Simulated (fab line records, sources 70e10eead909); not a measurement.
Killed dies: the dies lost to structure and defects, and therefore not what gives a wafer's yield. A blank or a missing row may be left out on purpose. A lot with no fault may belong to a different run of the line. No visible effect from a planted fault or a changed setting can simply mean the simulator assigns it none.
The same fault as seen by 2 desks + flow nand harc + every desk sees just its own numbers, and what lay behind them comes last

== THE METROLOGY DESK ==
What the gauges read, lot by lot, whatever tool the lot ran on: means of the sampled wafers that have a number. Any lot whose mean is over 4 standard deviations away from the usual mean is out of limits and marked OUT; that distance is given in the brackets.
Columns: A = cd nm at NHARC_A_CONTACT_CD_MEAS_53, usual 289.7 nm
| lot  | first seen here | A     |
|------|-----------------|-------|
| L861 | day 22 01:29    | 290.5 |
| L859 | day 22 02:46    | 290.0 |
| L860 | day 22 11:47    | 289.4 |
| L862 | day 22 16:13    | 290.1 |
| L863 | day 23 01:49    | 290.3 |
| L866 | day 25 01:32    | 290.1 |
| L871 | day 26 06:49    | 289.9 |
| L872 | day 26 15:00    | 289.2 |
| L873 | day 27 14:25    | 290.8 |
| L874 | day 27 20:04    | 290.2 |
| L878 | day 29 11:09    | 288.9 |
| L879 | day 29 17:41    | 289.5 |
| L881 | day 30 09:25    | 289.7 |
| L880 | day 30 12:10    | 288.8 |
| L882 | day 31 02:40    | 289.1 |
This desk's verdict: no lot among the 15 shows anything out of limits.

== AT THE TOOL OWNER'S DESK: litho track-06 ==
The tool's own readings at NHARC_A_CONTACT_SOFTBAKE_64 (time 55 s): means of the sampled wafers that have a number, for each lot that ran on this tool. Any lot whose mean is over 4 standard deviations away from the usual mean is out of limits and marked OUT; that distance is given in the brackets.
Columns: A = heater power total W at NHARC_A_CONTACT_SOFTBAKE_64, usual 188.46 W
| lot  | first seen here | A                        |
|------|-----------------|--------------------------|
| L861 | day 22 06:00    | 188.40                   |
| L859 | day 22 07:00    | 188.43                   |
| L862 | day 22 21:00    | 188.37                   |
| L871 | day 26 14:00    | 255.88 (+99 or more) OUT |
| L872 | day 26 21:00    | 255.71 (+99 or more) OUT |
| L873 | day 27 19:00    | 255.79 (+99 or more) OUT |
| L882 | day 31 07:00    | 188.56                   |
This desk's finding: out of limits on L871, L872, L873; first on L871, day 26 14:00 (heater power total W at NHARC_A_CONTACT_SOFTBAKE_64). In limits: L861, L859, L862, L882.

== PUT TOGETHER ==
The tool owner's desk could have raised an alarm at day 26 14:00, on L871, L872, L873.
From the metrology desk's view, nothing was out of limits.
The metrology desk has L871, L872, L873 on record, within its limits.
The lots listed all ran NHARC_A_CONTACT_SOFTBAKE_64 on litho track-06.

== WHAT THE SIMULATOR HAD PUT IN ==
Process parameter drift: litho track-06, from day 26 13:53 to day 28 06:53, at NHARC_A_CONTACT_SOFTBAKE_64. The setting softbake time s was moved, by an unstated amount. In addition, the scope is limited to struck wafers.
Struck lots among those shown: L871, L872, L873.
How many hours passed from the start of the fault until each desk's first out-of-limits reading: the tool owner's desk, 0.
